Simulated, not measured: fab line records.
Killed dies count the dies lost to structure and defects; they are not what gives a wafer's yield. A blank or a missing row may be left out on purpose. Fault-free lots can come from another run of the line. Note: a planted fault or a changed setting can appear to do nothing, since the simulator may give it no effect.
Which tool did it? | flow nand_harc | 18 lots with 54 wafers sampled at 3 steps, on a route of 1302 steps

== WHAT THE GAUGES READ, wafer by wafer ==
NHARC_P_ZERO_WELL_CD_MEAS_37: target cd 720 nm. Usual: cd_nm 720.1 nm, standard deviation 1.3.
lot  | measured     | on        | cd_nm (nm)        | flag
L075 | day 2 10:11  | cd_sem-03 | 719.1 719.8 719.4 |
L076 | day 2 20:18  | cd_sem-02 | 720.2 721.5 722.6 |
L078 | day 3 16:16  | cd_sem-03 | 721.6 718.7 721.7 |
L079 | day 4 02:16  | cd_sem-02 | 720.3 720.0 720.0 |
L080 | day 4 12:13  | cd_sem-02 | 719.7 721.9 720.7 |
L082 | day 5 08:08  | cd_sem-01 | 719.3 720.1 719.4 |
L085 | day 6 14:19  | cd_sem-02 | 720.2 719.6 717.7 |
L086 | day 7 00:16  | cd_sem-02 | 719.0 720.4 720.0 |
L087 | day 7 10:06  | cd_sem-01 | 720.0 721.2 720.1 |
L088 | day 7 20:04  | cd_sem-01 | 722.3 722.8 720.7 |
L089 | day 8 06:10  | cd_sem-01 | 720.8 720.7 721.5 |
L090 | day 8 16:00  | cd_sem-03 | 719.7 718.9 717.9 |
L091 | day 9 02:07  | cd_sem-02 | 719.2 719.1 718.2 |
L093 | day 9 22:07  | cd_sem-01 | 717.3 719.2 719.3 |
L094 | day 10 09:03 | cd_sem-03 | 721.2 722.0 721.1 |
L095 | day 10 17:59 | cd_sem-03 | 721.2 722.1 720.7 |
L096 | day 11 04:05 | cd_sem-01 | 719.3 718.9 720.1 |
L097 | day 11 14:22 | cd_sem-02 | 718.6 718.3 719.6 |

== WHAT TOOL EACH LOT RAN ON (gives the tool, then ch and the chambers of the sampled wafers, and finally the start) ==
lot  | NHARC_P_ZERO_WELL_DESCUM_13        | NHARC_P_ZERO_WELL_ETCH_62
L075 | rie_diel-09 ch 0,2, day 2 07:23    | rie_diel-09 ch 0,1, day 2 10:11 or earlier
L076 | rie_diel-09 ch 0,1,2, day 2 17:23  | rie_diel-09 ch 0,1,2, day 2 20:18 or earlier
L078 | rie_diel-13 ch 1,2, day 3 13:23    | rie_diel-13 ch 0,1,2, day 3 16:16 or earlier
L079 | rie_diel-13 ch 0,1, day 3 23:17    | rie_diel-13 ch 0,2,3, day 4 02:16 or earlier
L080 | rie_diel-13 ch 0,1,3, day 4 09:25  | rie_diel-13 ch 0,1,3, day 4 12:13 or earlier
L082 | rie_diel-13 ch 0,2,3, day 5 05:25  | rie_diel-13 ch 2,3, day 5 08:08 or earlier
L085 | rie_diel-12 ch 0,1, day 6 11:37    | rie_diel-12 ch 0,1, day 6 14:19 or earlier
L086 | rie_diel-12 ch 0,2,3, day 6 21:35  | rie_diel-12 ch 2,3, day 7 00:16 or earlier
L087 | rie_diel-13 ch 0,1,2, day 7 07:22  | rie_diel-13 ch 0,1,2, day 7 10:06 or earlier
L088 | rie_diel-09 ch 0,2, day 7 17:19    | rie_diel-09 ch 0,1,3, day 7 20:04 or earlier
L089 | rie_diel-09 ch 1,2,3, day 8 03:16  | rie_diel-09 ch 1,2,3, day 8 06:10 or earlier
L090 | rie_diel-13 ch 0,1,3, day 8 13:18  | rie_diel-13 ch 0,1, day 8 16:00 or earlier
L091 | rie_diel-09 ch 0,1,2, day 8 23:25  | rie_diel-09 ch 0,2,3, day 9 02:07 or earlier
L093 | rie_diel-13 ch 0,2,3, day 9 19:25  | rie_diel-13 ch 0,1,3, day 9 22:07 or earlier
L094 | rie_diel-09 ch 0,2,3, day 10 06:22 | rie_diel-09 ch 1,2, day 10 09:03 or earlier
L095 | rie_diel-13 ch 0,2,3, day 10 15:17 | rie_diel-13 ch 1,2,3, day 10 17:59 or earlier
L096 | rie_diel-09 ch 0,3, day 11 01:24   | rie_diel-09 ch 0,1,3, day 11 04:05 or earlier
L097 | rie_diel-13 ch 1,2, day 11 11:26   | rie_diel-13 ch 1,2,3, day 11 14:22 or earlier
- NHARC_P_ZERO_WELL_DESCUM_13: chemistry O2, time 3 s.
- NHARC_P_ZERO_WELL_ETCH_62: etches the open film in CHF3/Ar, target depth 13 nm, time 6.5 s.

== AS READ BY THE TOOLS THEMSELVES (means over the sampled wafers that have a number; for cases with no such wafer, the mark the record gives instead) ==
NHARC_P_ZERO_WELL_DESCUM_13. Usual: chamber_pressure_mTorr 60.00 mTorr, standard deviation 0.056; drypump_motor_current_A 5.6 A, standard deviation 0.56; oes_product_au 1.000 a.u., standard deviation 0.0082; rf_vpp_V 57.9 V, standard deviation 0.88; showerhead_plenum_p_Torr 1.92 Torr, standard deviation 0.08; throttle_valve_pct 11.312 %, standard deviation 0.0089.
lot  | tool        | chamber_pressure_mTorr (mTorr) | drypump_motor_current_A (A) | oes_product_au (a.u.) | rf_vpp_V (V) | showerhead_plenum_p_Torr (Torr) | throttle_valve_pct (%) | flag
L075 | rie_diel-09 | 59.95                          | 5.6                         | 0.990                 | 58.3         | 1.97                            | 11.312                 |
L076 | rie_diel-09 | 59.95                          | 5.5                         | 0.992                 | 58.5         | 1.91                            | 11.307                 |
L078 | rie_diel-13 | 59.99                          | 5.5                         | 1.006                 | 57.9         | 1.88                            | 11.309                 |
L079 | rie_diel-13 | 60.03                          | 6.1                         | 1.005                 | 58.5         | 1.88                            | 11.312                 |
L080 | rie_diel-13 | 59.92                          | 5.6                         | 1.005                 | 58.3         | 1.94                            | 11.308                 |
L082 | rie_diel-13 | 59.96                          | 5.7                         | 0.997                 | 57.8         | 1.91                            | 11.312                 |
L085 | rie_diel-12 | 59.99                          | 4.9                         | 1.015                 | 58.2         | 1.88                            | 11.311                 |
L086 | rie_diel-12 | 60.01                          | 5.9                         | 1.000                 | 57.5         | 1.90                            | 11.315                 |
L087 | rie_diel-13 | 60.00                          | 5.8                         | 1.009                 | 57.3         | 1.87                            | 11.310                 |
L088 | rie_diel-09 | 60.00                          | 5.6                         | 0.992                 | 57.3         | 1.95                            | 11.315                 |
L089 | rie_diel-09 | 60.05                          | 5.9                         | 0.999                 | 58.2         | 1.92                            | 11.304                 |
L090 | rie_diel-13 | 60.02                          | 5.5                         | 0.998                 | 57.4         | 1.92                            | 11.311                 |
L091 | rie_diel-09 | 60.00                          | 5.5                         | 0.991                 | 57.9         | 1.89                            | 11.308                 |
L093 | rie_diel-13 | 60.01                          | 5.7                         | 1.007                 | 58.4         | 1.90                            | 11.314                 |
L094 | rie_diel-09 | 60.03                          | 5.8                         | 0.994                 | 57.8         | 1.96                            | 11.313                 |
L095 | rie_diel-13 | 59.99                          | 5.7                         | 1.000                 | 57.8         | 1.89                            | 11.309                 |
L096 | rie_diel-09 | 59.96                          | 6.1                         | 0.993                 | 57.7         | 1.97                            | 11.316                 |
L097 | rie_diel-13 | 60.01                          | 5.4                         | 0.999                 | 58.6         | 1.89                            | 11.312                 |

NHARC_P_ZERO_WELL_ETCH_62. Usual: for chamber_pressure_mTorr, 25.000 mTorr with a standard deviation of 0.021; for drypump_motor_current_A, 5.6 A with a standard deviation of 0.56; for oes_product_au, 0.960 a.u. with a standard deviation of 0.016; for rf_fwd_power_W, 488.4 W with a standard deviation of 1.8; for rf_vpp_V, 370.5 V with a standard deviation of 2.4; for showerhead_plenum_p_Torr, 2.34 Torr with a standard deviation of 0.096; for throttle_valve_pct, 20.216 % with a standard deviation of 0.01.
lot  | tool        | chamber_pressure_mTorr (mTorr) | drypump_motor_current_A (A) | oes_product_au (a.u.) | rf_fwd_power_W (W) | rf_vpp_V (V) | showerhead_plenum_p_Torr (Torr) | throttle_valve_pct (%) | flag
L075 | rie_diel-09 | 24.995                         | 5.4                         | 0.960                 | 487.0              | 369.2        | 2.27                            | 20.214                 |
L076 | rie_diel-09 | 25.010                         | 5.5                         | 0.949                 | 488.2              | 369.7        | 2.33                            | 20.220                 |
L078 | rie_diel-13 | 25.001                         | 5.8                         | 0.974                 | 488.6              | 370.0        | 2.30                            | 20.206                 |
L079 | rie_diel-13 | 24.979                         | 5.7                         | 0.929                 | 489.5              | 370.3        | 2.34                            | 20.226                 |
L080 | rie_diel-13 | 25.019                         | 5.5                         | 0.974                 | 487.5              | 370.9        | 2.37                            | 20.216                 |
L082 | rie_diel-13 | 25.017                         | 5.5                         | 0.955                 | 486.6              | 371.1        | 2.34                            | 20.222                 |
L085 | rie_diel-12 | 25.009                         | 4.9                         | 0.945                 | 487.1              | 369.6        | 2.30                            | 20.212                 |
L086 | rie_diel-12 | 25.016                         | 6.4                         | 0.945                 | 487.0              | 370.2        | 2.35                            | 20.216                 |
L087 | rie_diel-13 | 24.992                         | 5.8                         | 0.941                 | 489.2              | 368.4        | 2.29                            | 20.224                 |
L088 | rie_diel-09 | 25.007                         | 5.7                         | 0.967                 | 488.0              | 370.7        | 2.34                            | 20.211                 |
L089 | rie_diel-09 | 25.022                         | 5.9                         | 0.952                 | 489.2              | 371.4        | 2.36                            | 20.211                 |
L090 | rie_diel-13 | 24.995                         | 6.0                         | 0.970                 | 488.8              | 368.1        | 2.28                            | 20.218                 |
L091 | rie_diel-09 | 25.022                         | 5.8                         | 0.967                 | 489.1              | 371.7        | 2.40                            | 20.221                 |
L093 | rie_diel-13 | 24.995                         | 5.5                         | 0.976                 | 489.3              | 370.7        | 2.35                            | 20.212                 |
L094 | rie_diel-09 | 24.999                         | 5.6                         | 0.949                 | 488.6              | 368.8        | 2.26                            | 20.214                 |
L095 | rie_diel-13 | 24.991                         | 5.3                         | 0.977                 | 488.1              | 371.8        | 2.35                            | 20.223                 |
L096 | rie_diel-09 | 24.992                         | 5.8                         | 0.972                 | 488.2              | 370.2        | 2.33                            | 20.213                 |
L097 | rie_diel-13 | 24.994                         | 5.3                         | 0.947                 | 488.4              | 370.8        | 2.35                            | 20.210                 |

== THE ANSWER, worked out from the rows above alone ==
Rule: take the mean of a lot's wafers that have a number; if it is more than 3 standard deviations from the usual mean, the lot is off. Also off: a lot with no number at a reading for which 4 or more lots have one. Where the step has rows for the other lots, those lots are counted as sound. The gauges are gone through in route order, then the tools' own readings, and for those a lot's mean is taken as printed above. The first step at which some lot is off is used, and at that step the reading that is off furthest; a lot without a number counts as furthest.
No lot is off at any reading shown: from this, nothing can be told.

== WHAT THE SIMULATOR HAD INSERTED ==
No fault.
